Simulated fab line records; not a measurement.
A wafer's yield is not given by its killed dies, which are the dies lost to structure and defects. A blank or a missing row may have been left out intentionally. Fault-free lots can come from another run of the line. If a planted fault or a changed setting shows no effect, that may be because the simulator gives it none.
What tool caused it? | flow nand harc | 14 lots, 42 wafers sampled, at 5 steps of a route of 1302

## WHAT THE GAUGES READ, wafer by wafer
NHARC_P_M2_CD_MEAS_16. Usual: cd nm reads 170.0 nm (standard deviation 1.1).
lot  | measured     | on        | cd nm (nm)        | flag
L805 | day 6 05:53  | cd sem-02 | 170.6 171.3 170.6 |
L806 | day 6 20:35  | cd sem-01 | 170.9 169.4 168.9 |
L807 | day 7 06:00  | cd sem-03 | 170.6 167.5 168.8 |
L808 | day 7 18:14  | cd sem-03 | 167.0 170.5 167.0 |
L809 | day 8 01:53  | cd sem-01 | 171.1 170.2 169.8 |
L811 | day 8 17:52  | cd sem-02 | 172.0 168.8 170.8 |
L820 | day 13 01:02 | cd sem-01 | 171.2 169.8 169.7 |
L821 | day 13 03:24 | cd sem-01 | 170.4 170.1 170.3 |
L823 | day 14 01:47 | cd sem-03 | 170.7 172.6 169.7 |
L824 | day 14 12:09 | cd sem-02 | 170.9 169.7 170.6 |
L825 | day 14 17:44 | cd sem-01 | 170.3 171.1 170.3 |
L826 | day 15 05:28 | cd sem-02 | 170.8 169.7 168.1 |
L827 | day 15 12:59 | cd sem-01 | 168.4 168.5 169.2 |
L828 | day 16 01:12 | cd sem-03 | 170.2 171.9 170.2 |

NHARC_END_SORT_01. Usual: for defect limited yield, 91 % with a standard deviation of 3; for killed at array, 56 with a standard deviation of 20; for killed at other, 0.9 with a standard deviation of 1.1; for killed at periphery, 3.7 with a standard deviation of 3; for killed dies, 61 with a standard deviation of 21; for killed open, 2.9 with a standard deviation of 1.6; for killed short, 2.6 with a standard deviation of 1.4.
lot  | measured     | on        | defect limited yield (%) | killed at array | killed at other | killed at periphery | killed dies | killed open | killed short | flag
L821 | day 30 22:01 | prober-01 | 89 90 88                 | 65 64 74        | 3 1 4           | 5 3 6               | 73 68 84    | 2 6 4       | 0 2 2        |
L823 | day 31 17:18 | prober-02 | 95 94 96                 | 25 33 22        | 0 0 0           | 11 9 6              | 36 42 28    | 5 3 8       | 2 4 1        |
L824 | day 32 19:23 | prober-01 | 90 88 89                 | 64 76 68        | 0 0 0           | 2 4 4               | 66 80 72    | 3 5 1       | 3 2 2        |

## EACH LOT AND THE TOOL THAT RAN IT (in order: tool; ch and the chambers of the sampled wafers; start)
lot  | NHARC_P_M1_DEGAS_29          | NHARC_P_M2_PVD_20            | NHARC_P_BONDPAD_DEP_00
L805 | pvd sputter-03, day 6 02:27  | pvd sputter-03, day 6 06:44  | pecvd-04 ch 0,1, day 6 08:43
L806 | pvd sputter-03, day 6 17:08  | pvd sputter-02, day 6 21:25  | pecvd-03 ch 0,1,2, no start
L807 | pvd sputter-03, day 7 01:39  | pvd sputter-02, day 7 06:50  | pecvd-02 ch 0,1,2, day 7 08:50
L808 | pvd sputter-01, day 7 14:46  | pvd sputter-01, day 7 19:10  | pecvd-03 ch 0,2, day 7 21:25
L809 | pvd sputter-02, day 7 22:27  | pvd sputter-02, day 8 02:44  | pecvd-03 ch 0,1,2, day 8 05:15
L811 | pvd sputter-02, day 8 14:26  | pvd sputter-02, day 8 18:43  | pecvd-04 ch 0,1, no start
L820 | pvd sputter-01, day 12 21:36 | pvd sputter-03, day 13 01:53 | pecvd-04 ch 1,2, day 13 04:08
L821 | pvd sputter-01, day 12 23:58 | pvd sputter-03, day 13 04:16 | pecvd-03 ch 0,2, day 13 06:14
L823 | pvd sputter-03, day 13 22:22 | pvd sputter-03, day 14 02:38 | pecvd-02 ch 0,2, day 14 04:40
L824 | pvd sputter-01, day 14 08:39 | pvd sputter-03, day 14 12:58 | pecvd-03 ch 0,1, day 14 15:01
L825 | pvd sputter-02, day 14 14:18 | pvd sputter-01, day 14 18:33 | pecvd-03 ch 0,1,2, day 14 20:37
L826 | pvd sputter-02, day 15 02:02 | pvd sputter-02, day 15 06:19 | pecvd-04 ch 0,1,2, day 15 08:19
L827 | pvd sputter-01, day 15 09:32 | pvd sputter-02, day 15 13:50 | pecvd-04 ch 0,1,2, day 15 15:53
L828 | pvd sputter-01, day 15 21:53 | pvd sputter-01, day 16 02:02 | pecvd-02 ch 0,1, day 16 04:04
- NHARC_P_M1_DEGAS_29: time 60 s.
- NHARC_P_M2_PVD_20: deposits TaN, target thk 5 nm, time 8.06 s.
- NHARC_P_BONDPAD_DEP_00: deposits SiCN, target thk 250 nm.

## AS READ BY THE TOOLS THEMSELVES (means over the sampled wafers that have a number; for cases with no such wafer, the mark the record gives instead)
NHARC_P_M1_DEGAS_29. Usual: heater power w reads 317 W (standard deviation 19).
lot  | tool           | heater power w (W) | flag
L805 | pvd sputter-03 | 325                |
L806 | pvd sputter-03 | 339                |
L807 | pvd sputter-03 | 319                |
L808 | pvd sputter-01 | 304                |
L809 | pvd sputter-02 | 329                |
L811 | pvd sputter-02 | 309                |
L820 | pvd sputter-01 | 290                |
L821 | pvd sputter-01 | 314                |
L823 | pvd sputter-03 | 311                |
L824 | pvd sputter-01 | 324                |
L825 | pvd sputter-02 | 320                |
L826 | pvd sputter-02 | 319                |
L827 | pvd sputter-01 | 305                |
L828 | pvd sputter-01 | 313                |

NHARC_P_M2_PVD_20. Usual: cathode dc power W 15000 W, standard deviation 2.6; throttle valve pct 30.0 %, standard deviation 1.2.
lot  | tool           | cathode dc power W (W) | throttle valve pct (%) | flag
L805 | pvd sputter-03 | 14997                  | 30.0                   |
L806 | pvd sputter-02 | 14999                  | 30.2                   |
L807 | pvd sputter-02 | 15000                  | 30.3                   |
L808 | pvd sputter-01 | 15000                  | 28.6                   |
L809 | pvd sputter-02 | 15000                  | 30.7                   |
L811 | pvd sputter-02 | 15001                  | 30.3                   |
L820 | pvd sputter-03 | 15000                  | 30.2                   |
L821 | pvd sputter-03 | 14999                  | 29.6                   |
L823 | pvd sputter-03 | 15002                  | 29.4                   |
L824 | pvd sputter-03 | 14996                  | 30.5                   |
L825 | pvd sputter-01 | 15000                  | 29.2                   |
L826 | pvd sputter-02 | 15001                  | 30.7                   |
L827 | pvd sputter-02 | 15000                  | 30.6                   |
L828 | pvd sputter-01 | 15000                  | 29.6                   |

NHARC_P_BONDPAD_DEP_00. Usual: heater power w reads 577 W (standard deviation 81).
lot  | tool     | heater power w (W) | flag
L805 | pecvd-04 | 488                |
L806 | pecvd-03 | 642                |
L807 | pecvd-02 | 592                |
L808 | pecvd-03 | 690                |
L809 | pecvd-03 | 620                |
L811 | pecvd-04 | 483                |
L820 | pecvd-04 | 493                |
L821 | pecvd-03 | 630                |
L823 | pecvd-02 | 576                |
L824 | pecvd-03 | 590                |
L825 | pecvd-03 | 617                |
L826 | pecvd-04 | 517                |
L827 | pecvd-04 | 477                |
L828 | pecvd-02 | 601                |

## THE ANSWER, worked out from the rows above alone
Rule: a lot is off if the mean of its wafers that have a number lies more than 3 standard deviations from the usual mean. Also off: a lot with no number at a reading for which 4 or more lots have one. The other lots that the step has rows for count as sound. Order of review: gauges by route order, followed by the tools' own readings, for which a lot's mean as printed above is used. The first step at which some lot is off is used, and at that step the reading that is off furthest; a lot without a number counts as furthest.
Across all readings shown, no lot is off: no conclusion can be drawn from this.

## WHAT WAS PUT IN BY THE SIMULATOR
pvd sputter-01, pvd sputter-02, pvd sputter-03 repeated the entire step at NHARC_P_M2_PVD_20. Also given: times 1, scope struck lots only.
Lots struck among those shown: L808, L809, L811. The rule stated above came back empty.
